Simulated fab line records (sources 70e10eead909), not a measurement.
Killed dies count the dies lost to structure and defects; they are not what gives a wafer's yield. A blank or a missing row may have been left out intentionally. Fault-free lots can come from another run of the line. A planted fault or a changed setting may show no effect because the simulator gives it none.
fab line records	flow nandHarc
record: lots: 13	wafers: 39	lastDay: 33
route steps=1302 shown P_STI@88 P_GATE@119
lots that met no fault: taken from a fault-free run of the same line
startH: hours from the record's first day to the start of the lot's first wafer shown	waitH: hours since the lot's step before	" the same as in the row above	L1.1+2: several wafers, shown together as one row	- value missing, or start not given	* or withheld: withheld	< > ~ a bound
route shown NAME@n: names a module that has steps shown in the file, with the first one's number in the route	usual: the fault-free wafers' mean and standard deviation	same: alike in all rows	chamber/n: place in a boat	sites: per-site readings	_std_site: standard deviation of those values	_edge_site: inner sites' mean taken away from outer sites' mean	radiusMm: for every site, how far away it sits from the centre of the wafer	mask NAME#n: copy n	behind: the last tool/chamber to shape the wafer	hold: why the lot was held/for how many hours/how that ended	device: the n, p or np transistor that did not switch	end of line: the route-end tests of the same wafers	a step with no rows: only its recipe	killed: dies lost to structure and defects at the first sort, not the wafer's yield	map: a wafer's dies, x killed, . not, _ none there
set.NAME: the setting as run; set.NAME@STEP: as run at that earlier step	model.NAME: the simulator's own value behind a step, which no gauge read
a sample of lots followed through the steps of the route, with each step as a table and each wafer as a row
services: the hour from which a tool's chamber was out of use, counted from the record's first day as startH (under 0 if before that day), plus the number of hours and why
== steps ==
step: NHARC_P_STI_ETCH_42
recipe: targetDepthA: 800	overetchA: 240	timeS: 61	ionEnergyEv: 200	n2FlowSccm: 150	h2FlowSccm: 150	arFlowSccm: 0	rfW: 400	biasW: 150	chemistry: N2/H2
usual: drypumpMotorCurrentA: 5.6/0.42	h2FlowSccm: 150.0/0.45	n2FlowSccm: 150.1/0.49	oesProductAu: 0.997/0.0069	rfFwdPowerW: 395.8/1.9	rfVppV: 430.0/1.8	showerheadPlenumPTorr: 2.02/0.06	throttleValvePct: 14.172/0.0097
lot.wafer	tool	chamber	startH	waitH	drypumpMotorCurrentA	h2FlowSccm	n2FlowSccm	oesProductAu	rfFwdPowerW	rfHoursCounterH	rfVppV	showerheadPlenumPTorr	throttleValvePct
L706.4	rieDiel-09	2	46.08	0.1	5.8	149.6	149.8	0.994	397.2	4	432.1	2.11	14.151
L706.3	"	3	"	"	5.8	148.9	150.3	0.999	395.4	3	429.6	2.02	14.174
L706.6	"	1	"	"	5.4	150.9	149.8	1.000	394.9	-	427.1	1.91	14.187
L707.3	rieDiel-06	0	53.69	0.1	4.8	150.3	149.9	0.997	395.8	8	429.6	2.03	14.169
L707.4	"	2	"	"	5.5	150.3	150.5	0.992	391.4	7	430.1	2.03	14.171
L707.5	"	1	"	"	5.5	150.6	149.4	1.000	397.6	-	430.1	1.99	14.164
L708.2	rieDiel-09	0	66.01	0.1	6.1	149.6	150.4	0.986	394.0	6	433.0	2.15	14.192
L708.1	"	2	"	"	5.8	150.1	150.1	1.000	396.5	5	432.2	2.11	14.160
L708.4	"	3	"	"	5.7	150.5	150.3	0.994	397.7	4	430.1	2.02	14.164
L710.1	rieDiel-13	2	85.07	0.1	5.4	149.4	149.7	0.995	395.0	6	430.6	2.10	14.165
L710.6	"	3	"	"	5.7	149.5	149.9	1.004	393.2	-	429.6	2.00	14.169
L710.5	"	0	"	"	6.3	149.7	150.6	1.014	395.5	-	428.4	1.99	14.164
L713.3	rieDiel-13	1	112.63	0.1	5.1	149.3	149.4	0.999	395.3	7	429.2	1.98	14.161
L713.2	"	3	"	"	5.7	149.9	150.3	1.005	394.8	7	430.0	2.00	14.178
L713.6	"	0	"	"	6.3	150.2	150.6	1.011	398.0	-	429.0	1.99	14.182
L714.1	rieDiel-09	1	123.59	0.1	5.4	150.4	150.1	1.002	396.4	8	426.3	1.91	14.168
L714.2	"	2	"	"	5.7	151.0	149.5	1.002	396.4	7	432.0	2.11	14.174
L714.4	"	0	"	"	6.1	150.2	150.9	1.005	397.2	8	433.1	2.15	14.176
L715.3	rieDiel-13	2	134.00	0.1	5.4	149.9	150.0	0.987	396.0	9	431.5	2.10	14.167
L715.6	"	2	"	"	5.4	150.1	150.1	0.988	394.8	-	432.9	2.10	14.173
L715.5	"	3	"	"	5.7	150.0	150.6	0.992	393.5	-	430.7	2.00	14.179
L719.1	rieDiel-06	2	172.90	0.1	5.5	150.3	150.3	0.996	394.6	3	429.3	2.03	14.181
L719.2	"	1	"	"	5.6	150.3	150.3	0.998	396.3	3	427.7	1.98	14.191
L719.5	"	3	"	"	6.1	150.0	150.2	1.007	396.9	-	427.8	2.00	14.184
L725.1	rieDiel-13	3	237.98	0.1	5.7	149.6	149.9	1.004	395.0	3	426.6	1.99	14.169
L725.2	"	0	"	"	6.3	150.2	149.1	1.001	396.3	4	430.0	1.98	14.169
L725.6	"	3	"	"	5.7	149.9	150.3	0.996	393.5	-	428.3	1.99	14.178
L726.3	rieDiel-09	3	247.96	0.1	5.7	149.9	149.8	0.997	399.1	4	430.4	2.02	14.183
L726.2	"	0	"	"	6.1	150.3	149.5	1.003	396.1	4	432.9	2.15	14.150
L726.6	"	1	"	"	5.4	149.8	149.6	0.996	395.3	-	426.6	1.91	14.177
L727.3	rieDiel-06	0	252.51	0.1	4.8	149.2	150.1	1.003	396.0	7	429.9	2.02	14.178
L727.2	"	1	"	"	5.5	150.0	149.4	0.991	396.6	9	428.6	1.98	14.166
L727.4	"	2	"	"	5.5	150.1	149.5	1.002	392.0	10	429.0	2.02	14.162
L728.3	rieDiel-06	1	263.31	0.1	5.6	149.5	150.8	0.997	394.7	10	428.4	1.98	14.168
L728.1	"	3	"	"	6.1	151.1	150.7	0.985	398.1	11	429.4	2.00	14.171
L728.2	"	0	"	"	4.8	150.6	149.7	0.989	397.1	8	431.2	2.02	14.180
L729.1	rieDiel-06	1	273.59	0.1	5.6	149.3	149.7	0.997	396.1	12	429.1	1.98	14.196
L729.6	"	2	"	"	5.5	150.0	150.5	1.005	392.9	-	430.1	2.02	14.167
L729.5	"	3	"	"	6.1	149.9	150.7	1.001	396.7	-	429.1	2.00	14.167
step: NHARC_P_STI_CMP_21
recipe: tOverpolishS: 20	targetThkNm: 380.67
usual: motorCurrentA: 11.7/1.4	overpolishRunS: 20.000/0.0092	padLifeWafers: 144/110	retainingRingPressureFrac: 1.000/0.0047
lot.wafer	tool	chamber	startH	waitH	motorCurrentA	overpolishRunS	padLifeWafers	retainingRingPressureFrac
L706.3	cmp-01	0	66.74	0.4	10.9	19.991	301	0.990
L706.4	"	1	"	"	13.4	20.011	302	1.000
L706.6	"	0	"	"	10.4	20.003	-	0.995
L707.4	cmp-03	2	73.94	0.4	12.4	19.991	6	1.009
L707.3	"	3	"	"	11.3	19.991	7	0.991
L707.5	"	2	"	"	12.6	19.995	-	1.002
L708.1	cmp-03	1	85.63	0.4	11.0	20.003	48	0.995
L708.2	"	2	"	"	12.5	19.999	49	1.000
L708.4	"	3	"	"	11.7	20.005	50	1.004
L710.1	cmp-01	1	103.83	0.4	13.7	20.001	45	0.987
L710.5	"	2	"	"	13.9	19.997	-	1.006
L710.6	"	3	"	"	13.9	19.995	-	0.998
L713.3	cmp-03	3	135.35	0.4	11.1	19.995	218	1.000
L713.2	"	0	"	"	12.2	20.004	219	1.004
L713.6	"	2	"	"	12.4	20.004	-	0.999
L714.1	cmp-03	3	146.50	0.4	11.2	20.001	264	1.005
L714.4	"	1	"	"	10.3	19.998	266	1.007
L714.2	"	2	"	"	12.6	19.992	267	0.989
L715.3	cmp-03	2	154.53	0.4	12.6	20.004	282	0.991
L715.6	"	2	"	"	12.1	20.000	-	0.993
L715.5	"	3	"	"	11.3	20.001	-	1.003
L719.2	cmp-01	3	192.28	0.4	13.5	19.987	12	1.002
L719.1	"	0	"	"	10.3	20.010	13	1.001
L719.5	"	3	"	"	12.5	19.997	-	0.993
L725.2	cmp-01	2	258.23	0.4	13.2	20.014	246	1.005
L725.1	"	1	"	"	14.1	20.010	249	1.004
L725.6	"	3	"	"	13.0	20.002	-	1.000
L726.2	cmp-03	1	265.80	0.4	10.9	20.000	0	0.993
L726.3	"	0	"	"	12.0	19.995	3	1.001
L726.6	"	1	"	"	10.1	19.991	-	0.991
L727.2	cmp-04	0	271.36	0.4	13.6	19.997	204	0.999
L727.4	"	2	"	"	10.7	20.003	206	1.007
L727.3	"	3	"	"	10.1	20.007	207	0.996
L728.2	cmp-03	2	281.78	0.4	12.8	19.984	48	0.994
L728.3	"	3	"	"	12.0	19.993	49	0.999
L728.1	"	1	"	"	10.2	20.004	51	1.002
L729.1	cmp-03	0	292.71	0.4	11.5	19.993	92	0.995
L729.5	"	2	"	"	12.7	19.996	-	0.997
L729.6	"	3	"	"	12.1	20.007	-	1.004
step: NHARC_P_GATE_EXPOSE_08
recipe: na: 0.6	doseMj: 16.75	maskId: P_HV
usual: stageVelMmS: 500.04/0.25
lot.wafer	tool	chamber	startH	waitH	mask	stageVelMmS
L706.3	krfScanner-04	0	84.69	-	P_HV#0	500.25
L706.4	"	0	"	"	P_HV#0	500.28
L706.6	"	0	"	"	P_HV#0	500.44
L707.3	krfScanner-01	0	90.09	-	P_HV#0	500.48
L707.4	"	0	"	"	P_HV#0	500.41
L707.5	"	0	"	"	P_HV#0	500.28
L708.1	krfScanner-01	0	103.60	-	P_HV#0	499.70
L708.2	"	0	"	"	P_HV#0	499.83
L708.4	"	0	"	"	P_HV#0	499.90
L710.1	krfScanner-01	0	121.94	-	P_HV#0	500.35
L710.5	"	0	"	"	P_HV#0	499.80
L710.6	"	0	"	"	P_HV#0	500.28
L713.2	krfScanner-01	0	155.40	-	P_HV#0	499.68
L713.3	"	0	"	"	P_HV#0	500.20
L713.6	"	0	"	"	P_HV#0	499.76
L714.1	krfScanner-03	0	164.28	-	P_HV#0	499.56
L714.2	"	0	"	"	P_HV#0	499.92
L714.4	"	0	"	"	P_HV#0	499.69
L715.3	krfScanner-01	0	172.74	-	P_NSD#0	499.89
L715.5	"	0	"	"	P_NSD#0	499.63
L715.6	"	0	"	"	P_NSD#0	500.28
L719.1	krfScanner-03	0	208.44	-	P_HV#0	500.25
L719.2	"	0	"	"	P_HV#0	500.29
L719.5	"	0	"	"	P_HV#0	500.08
L725.1	krfScanner-01	0	275.25	-	P_HV#0	499.97
L725.2	"	0	"	"	P_HV#0	500.42
L725.6	"	0	"	"	P_HV#0	499.79
L726.2	krfScanner-03	0	283.43	-	P_HV#0	500.28
L726.3	"	0	"	"	P_HV#0	500.30
L726.6	"	0	"	"	P_HV#0	500.36
L727.2	krfScanner-01	0	289.92	-	P_HV#0	500.49
L727.3	"	0	"	"	P_HV#0	500.01
L727.4	"	0	"	"	P_HV#0	500.28
L728.1	krfScanner-01	0	298.31	-	P_HV#0	499.98
L728.2	"	0	"	"	P_HV#0	500.02
L728.3	"	0	"	"	P_HV#0	499.90
L729.1	krfScanner-03	0	309.39	-	P_HV#0	500.11
L729.5	"	0	"	"	P_HV#0	499.84
L729.6	"	0	"	"	P_HV#0	499.87
step: NHARC_P_GATE_CD_MEAS_11
recipe: targetCdNm: 1640	landingEnergyEv: 500
usual: cdNm: 1639.8/1.1
lot.wafer	tool	chamber	startH	waitH	cdNm
L706.3	cdSem-03	0	84.84	-	1640.4
L706.4	"	0	"	"	1640.6
L706.6	"	0	"	"	1640.7
L707.3	cdSem-02	0	90.24	-	1640.7
L707.4	"	0	"	"	1641.4
L707.5	"	0	"	"	1641.7
L708.1	cdSem-02	0	103.76	-	1639.2
L708.2	"	0	"	"	1639.3
L708.4	"	0	"	"	1639.0
L710.1	cdSem-02	0	122.10	-	1638.6
L710.5	"	0	"	"	1639.0
L710.6	"	0	"	"	1639.3
L713.2	cdSem-01	0	155.55	-	1639.1
L713.3	"	0	"	"	1641.0
L713.6	"	0	"	"	1640.7
L714.1	cdSem-01	0	164.44	-	1639.3
L714.2	"	0	"	"	1641.0
L714.4	"	0	"	"	1640.5
L715.3	cdSem-03	0	172.89	-	-
L715.5	"	0	"	"	-
L715.6	"	0	"	"	-
L719.1	cdSem-02	0	208.60	-	1638.2
L719.2	"	0	"	"	1639.5
L719.5	"	0	"	"	1637.4
L725.1	cdSem-01	0	275.40	-	1639.9
L725.2	"	0	"	"	1638.9
L725.6	"	0	"	"	1640.2
L726.2	cdSem-03	0	283.58	-	1641.0
L726.3	"	0	"	"	1641.3
L726.6	"	0	"	"	1639.0
L727.2	cdSem-03	0	290.07	-	1639.6
L727.3	"	0	"	"	1638.9
L727.4	"	0	"	"	1639.4
L728.1	cdSem-01	0	298.47	-	1639.4
L728.2	"	0	"	"	1639.9
L728.3	"	0	"	"	1640.0
L729.1	cdSem-03	0	309.55	-	1643.2
L729.5	"	0	"	"	1641.3
L729.6	"	0	"	"	1640.8
step: NHARC_P_GATE_CD_MEAS_26
recipe: targetCdNm: 120	landingEnergyEv: 500
usual: cdNm: 119.8/0.43
lot.wafer	tool	chamber	startH	waitH	cdNm
L706.3	cdSem-03	0	99.45	-	120.2
L706.4	"	0	"	"	119.6
L706.6	"	0	"	"	119.1
L707.3	cdSem-02	0	106.25	-	120.6
L707.4	"	0	"	"	120.3
L707.5	"	0	"	"	119.8
L708.1	cdSem-02	0	117.72	-	119.0
L708.2	"	0	"	"	119.9
L708.4	"	0	"	"	119.1
L710.1	cdSem-01	0	139.53	-	120.5
L710.5	"	0	"	"	121.0
L710.6	"	0	"	"	120.1
L713.2	cdSem-02	0	173.69	-	120.1
L713.3	"	0	"	"	118.8
L713.6	"	0	"	"	120.0
L714.1	cdSem-03	0	179.80	-	120.2
L714.2	"	0	"	"	119.9
L714.4	"	0	"	"	119.5
L715.3	cdSem-02	0	187.50	-	119.3
L715.5	"	0	"	"	119.8
L715.6	"	0	"	"	119.1
L719.1	cdSem-02	0	222.63	-	119.1
L719.2	"	0	"	"	119.8
L719.5	"	0	"	"	119.5
L725.1	cdSem-03	0	289.66	-	120.0
L725.2	"	0	"	"	120.6
L725.6	"	0	"	"	120.1
L726.2	cdSem-01	0	300.71	-	120.8
L726.3	"	0	"	"	120.2
L726.6	"	0	"	"	119.8
L727.2	cdSem-01	0	310.00	-	120.4
L727.3	"	0	"	"	120.0
L727.4	"	0	"	"	120.3
L728.1	cdSem-03	0	315.28	-	120.3
L728.2	"	0	"	"	120.5
L728.3	"	0	"	"	120.1
L729.1	cdSem-03	0	326.54	-	119.1
L729.5	"	0	"	"	120.0
L729.6	"	0	"	"	119.8
== services ==
tool	chamber	startH	hours	kind
rieDiel-09	3	24.65	5.6	repair
krfScanner-03	-	29.12	0.6	repair
cmp-03	-	34.79	1.1	repair
rieDiel-13	1	46.68	4.4	repair
rieDiel-06	-	50.42	1.0	repair
rieDiel-09	-	50.77	1.2	repair
krfScanner-03	-	52.00	4.0	pm
cmp-01	-	53.24	3.1	repair
cmp-03	-	65.02	4.0	pm
cmp-01	-	73.55	2.8	repair
rieDiel-06	2	77.43	2.8	repair
cmp-03	-	77.58	0.8	repair
cmp-01	-	87.50	4.0	pm
krfScanner-03	-	102.03	3.6	repair
rieDiel-06	2	104.59	32.6	repair
rieDiel-06	0	118.18	47.1	repair
rieDiel-06	1	121.51	16.6	repair
krfScanner-01	-	122.28	1.5	repair
rieDiel-06	-	130.59	9.0	pm
krfScanner-01	-	140.00	4.0	pm
cmp-03	-	163.02	4.0	pm
cmp-03	-	261.02	4.0	pm
rieDiel-06	3	282.38	6.4	repair
rieDiel-06	-	307.59	9.0	pm
== key ==
firstSign: step: NHARC_P_GATE_EXPOSE_08	reading: mask	direction: changed
effect: step: NHARC_P_GATE_CD_MEAS_11	reading: cdNm	direction: missing
metAt NHARC_P_GATE_EXPOSE_08
struckLots L715
laterRowsLeftOut L715.3,L715.5,L715.6
sortLeftOut L715.3,L715.5,L715.6
testerLeftOut L715
notActingAt NHARC_P_STI_ETCH_42,NHARC_P_STI_CMP_21,NHARC_P_GATE_CD_MEAS_26
onsetBetween 155.40 172.74
fault: kind: wrongMask	tool: any	chamber: -	onsetH: 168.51	steps: NHARC_P_GATE_EXPOSE_08	auxCopy: P_NSD#0	scope: struckLotsOnly
testerLeftOut: of these lots the tester's yield and bins aren't shown, on N5 and GAA mostly nor the transistor test; their killed dies are dies lost to structure and defects alone, not to doping, threshold or leakage, so they don't give the yield
sortLeftOut: the simulated sort isn't trusted on such a fault, so these wafers' sort isn't shown, and their yield isn't known
laterRowsLeftOut: the simulator's readings of these wafers behind a module that went badly wrong aren't trusted and aren't shown, but for the sort
